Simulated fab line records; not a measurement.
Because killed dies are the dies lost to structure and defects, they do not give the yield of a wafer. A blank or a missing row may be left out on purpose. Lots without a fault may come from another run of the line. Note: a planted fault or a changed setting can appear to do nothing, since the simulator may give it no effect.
Split-lot experiment -- flow n5-finfet -- 21 wafers read across 7 lots, on a route 1938 steps long

## SPLIT DETAILS
At N5_SDB_ETCH_18 (etches SOC in N2/H2, target depth 100 nm, overetch 20 nm, time 150 s), the setting time-s was moved away from the recipe's 150 s on 7 of the 21 wafers read, by +9.8% to +21.5%. This setting was run at the recipe's value on the other wafers.

The split's own step is where the reading is taken.

## THE READING
SiARC_of_SDB_COAT_04.thk-nm (the simulator's own value, which no gauge read), in nm, at N5_SDB_ETCH_18 (etches SOC in N2/H2, target depth 100 nm, overetch 20 nm, time 150 s). The file does not state a usual value for it. The 14 wafers here that ran the recipe average 12.8 nm, standard deviation 0.26 nm.

wafer,"tool, chamber at the split","time-s as run, s",against the recipe,"SiARC_of_SDB_COAT_04.thk-nm, nm",against lot-mates on the recipe
L074.2,"rie-diel-03, 1",150,recipe,12.8,-
L074.3,"rie-diel-03, 3",169.7,+13.1%,11.8,-0.9
L074.5,"rie-diel-03, 1",150,recipe,12.6,-
L080.2,"rie-diel-03, 3,0",150,recipe,12.8,-
L080.5,"rie-diel-03, 3,0",150,recipe,12.8,-
L080.6,"rie-diel-03, 3",182,+21.3%,11.6,-1.2
L082.1,"rie-diel-01, 2",150,recipe,12.6,-
L082.5,"rie-diel-01, 2",150,recipe,12.6,-
L082.2,"rie-diel-01, 0",150,recipe,12.8,-
L084.1,"rie-diel-05, 3",150,recipe,12.6,-
L084.2,"rie-diel-05, 0",150,recipe,13.4,-
L084.3,"rie-diel-05, 1",166.8,+11.2%,12.8,-0.2
L087.1,"rie-diel-01, 0",150,recipe,12.8,-
L087.3,"rie-diel-01, 2",150,recipe,12.6,-
L087.6,"rie-diel-01, 1",164.7,+9.8%,12.2,-0.5
L089.1,"rie-diel-05, 0",150,recipe,13.4,-
L089.4,"rie-diel-05, 3",182.2,+21.5%,11.6,-1.5
L089.6,"rie-diel-05, 2",150,recipe,12.8,-
L092.1,"rie-diel-01, 1",174.8,+16.5%,11.8,-0.8
L092.2,"rie-diel-01, 0",174.8,+16.5%,12,-0.6
L092.4,"rie-diel-01, 2",150,recipe,12.6,-
The file does not say which wafer passed through which chamber wherever a row lists several chambers: such a row stands for several wafers.

FIT RESULTS
A straight line over all 21 wafers: SiARC_of_SDB_COAT_04.thk-nm changes by -0.0545 nm for each +1% of time-s; r = -0.85; the points scatter about the line by 0.28 nm.
The same after taking each lot's own level away (the mean of its wafers on the recipe; 21 wafers): -0.0547 nm for each +1%; r = -0.89; scatter 0.23 nm.
That fit puts the effect of the largest move of time-s on the reading at 1.2 nm.
The lots' own levels span 12.60 to 13.10 nm, that is 1.9 times the standard deviation above.
The two slopes agree, so the slope changes little with the lot-to-lot level.
Check: for one of the wafers moved furthest among these (+21.5%), held out of the fit, the line's prediction against its lot-mates is -1.04 nm. Against them it came out at -1.5 nm.

## OTHER SPLITS APPLIED TO THESE WAFERS
Other splits were also applied to these wafers ahead of the reading. Each is held against what the fit with the lots' levels taken away leaves over:
other split on the same wafers,wafers away from the commonest value,r with SiARC_of_SDB_COAT_04.thk-nm (lot level and that fit taken away)
N5_ZERO_LAYER_PECVD_02 time-s,6,-0.53
N5_WELL_APT_EXPOSE_05 dose-mj,8,+0.07
N5_WELL_APT_DEVELOP_07 develop-time-s,4,+0.10
N5_DUMMY_GATE_COAT_09 spin-rpm,6,+0.02
N5_SD_EPI_N_DESCUM_14 time-s,6,+0.01

## FILE'S OWN FIT
SiARC_of_SDB_COAT_04.thk-nm changes by -0.0558 nm for each +1% of time-s, r = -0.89.
